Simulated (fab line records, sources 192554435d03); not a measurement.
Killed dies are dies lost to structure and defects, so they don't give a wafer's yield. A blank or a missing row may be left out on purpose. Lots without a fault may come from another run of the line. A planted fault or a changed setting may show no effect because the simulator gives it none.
Chamber matching | flow n5_finfet | N5_GATE_CUT_ETCH_19 on rie_diel-05: 4 sister chambers
The step etches SiNx in CH3F/O2, target depth 53.7 nm, time 76.7 s. 8 wafers are shown with their chamber, then 8 later ones without.

WAFERS WITH THEIR CHAMBER
wafer  | chamber | showerhead_plenum_p_Torr (Torr) | throttle_valve_pct (%)
L079.6 | 3       | 2.12                            | 16.28
L088.1 | 2       | 2.06                            | 16.56
L088.3 | 0       | 2.03                            | 16.53
L088.5 | 0       | 2.03                            | 16.53
L089.3 | 1       | 2.08                            | 16.42
L089.5 | 2       | 2.06                            | 16.58
L089.6 | 3       | 2.12                            | 16.30
L095.1 | 1       | 2.07                            | 16.43

WAFERS WITHOUT THEIR CHAMBER
wafer  | showerhead_plenum_p_Torr (Torr) | throttle_valve_pct (%)
L095.2 | 2.06                            | 16.59
L095.3 | 2.11                            | 16.32
L095.4 | 2.02                            | 16.58
L095.5 | 2.11                            | 16.32
L095.6 | 2.06                            | 16.59
L096.1 | 2.06                            | 16.60
L096.5 | 2.02                            | 16.58
L096.6 | 2.07                            | 16.44

WHICH CHAMBER EACH WENT THROUGH
wafer  | from the rows above | in truth
L095.2 | 2                   | 2
L095.3 | 3                   | 3
L095.4 | 0                   | 0
L095.5 | 3                   | 3
L095.6 | 2                   | 2
L096.1 | 2                   | 2
L096.5 | 0                   | 0
L096.6 | 1                   | 1
Placed correctly: 8 of 8. Can't be placed from these rows: 0. Placed wrongly: 0.
How it was worked out, from the rows above alone: a wafer's distance from a chamber is the root of the sum, over the readings, of the square of ((its reading less the chamber's mean) divided by the reading's scatter). The wafer belongs to the nearest chamber; if the next one is less than 2 further off, it can't be placed. A chamber's mean is the mean of its shown wafers. The scatter: the root of (the sum of the squares of (reading less its chamber's mean) over the shown wafers, divided by (wafers less chambers)).
